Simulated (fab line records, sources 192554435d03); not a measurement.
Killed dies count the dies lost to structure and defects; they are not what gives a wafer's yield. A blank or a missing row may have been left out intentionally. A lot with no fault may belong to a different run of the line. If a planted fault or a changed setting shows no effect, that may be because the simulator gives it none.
Matching of chambers / flow n5-finfet / pecvd-03 running N5_BEOL_M2_ILD_DEP_00: 3 sister chambers
The step deposits SiOC from DEMS/O2, target thk 79 nm, time 15.3 s. 6 wafers are shown with their chamber, then 10 later ones without.

EACH WAFER AND ITS CHAMBER
wafer=L082.3; chamber=2; throttle-valve-pct (%)=11.6; showerhead-plenum-p-Torr (Torr)=5.712
wafer=L082.6; chamber=0; throttle-valve-pct (%)=12.6; showerhead-plenum-p-Torr (Torr)=5.686
wafer=L083.1; chamber=0; throttle-valve-pct (%)=12.1; showerhead-plenum-p-Torr (Torr)=5.666
wafer=L083.2; chamber=2; throttle-valve-pct (%)=11.3; showerhead-plenum-p-Torr (Torr)=5.691
wafer=L086.2; chamber=1; throttle-valve-pct (%)=12.0; showerhead-plenum-p-Torr (Torr)=5.707
wafer=L086.4; chamber=1; throttle-valve-pct (%)=11.8; showerhead-plenum-p-Torr (Torr)=5.712

WAFERS WHOSE CHAMBER IS MISSING
wafer=L086.6; throttle-valve-pct (%)=12.3; showerhead-plenum-p-Torr (Torr)=5.676
wafer=L088.1; throttle-valve-pct (%)=11.6; showerhead-plenum-p-Torr (Torr)=5.709
wafer=L088.2; throttle-valve-pct (%)=12.1; showerhead-plenum-p-Torr (Torr)=5.664
wafer=L088.4; throttle-valve-pct (%)=12.3; showerhead-plenum-p-Torr (Torr)=5.673
wafer=L093.4; throttle-valve-pct (%)=12.2; showerhead-plenum-p-Torr (Torr)=5.681
wafer=L093.5; throttle-valve-pct (%)=11.6; showerhead-plenum-p-Torr (Torr)=5.704
wafer=L093.6; throttle-valve-pct (%)=12.0; showerhead-plenum-p-Torr (Torr)=5.719
wafer=L094.2; throttle-valve-pct (%)=11.8; showerhead-plenum-p-Torr (Torr)=5.716
wafer=L094.3; throttle-valve-pct (%)=11.8; showerhead-plenum-p-Torr (Torr)=5.710
wafer=L094.4; throttle-valve-pct (%)=11.8; showerhead-plenum-p-Torr (Torr)=5.713

EACH ONE'S CHAMBER
wafer=L086.6; from the rows above=0; in truth=0
wafer=L088.1; from the rows above=can't be placed: 2 or 1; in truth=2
wafer=L088.2; from the rows above=0; in truth=0
wafer=L088.4; from the rows above=0; in truth=0
wafer=L093.4; from the rows above=can't be placed: 0 or 1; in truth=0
wafer=L093.5; from the rows above=can't be placed: 2 or 1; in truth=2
wafer=L093.6; from the rows above=can't be placed: 1 or 2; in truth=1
wafer=L094.2; from the rows above=can't be placed: 1 or 2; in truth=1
wafer=L094.3; from the rows above=can't be placed: 1 or 2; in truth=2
wafer=L094.4; from the rows above=can't be placed: 1 or 2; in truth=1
3 of 10 placed correctly. Cannot be placed on the basis of these rows: 7; the candidates contain the true chamber in 7. Placed wrongly: 0.
How it was worked out, from the rows above alone: a wafer's distance from a chamber is the root of the sum, over the readings, of the square of ((its reading less the chamber's mean) divided by the reading's scatter). The wafer belongs to the nearest chamber; if the next one is less than 2 further off, it can't be placed. A chamber's mean is the mean of its shown wafers. The scatter is the square root of a quotient: the sum, over the shown wafers, of each reading's squared deviation from its chamber's mean, divided by wafers minus chambers.
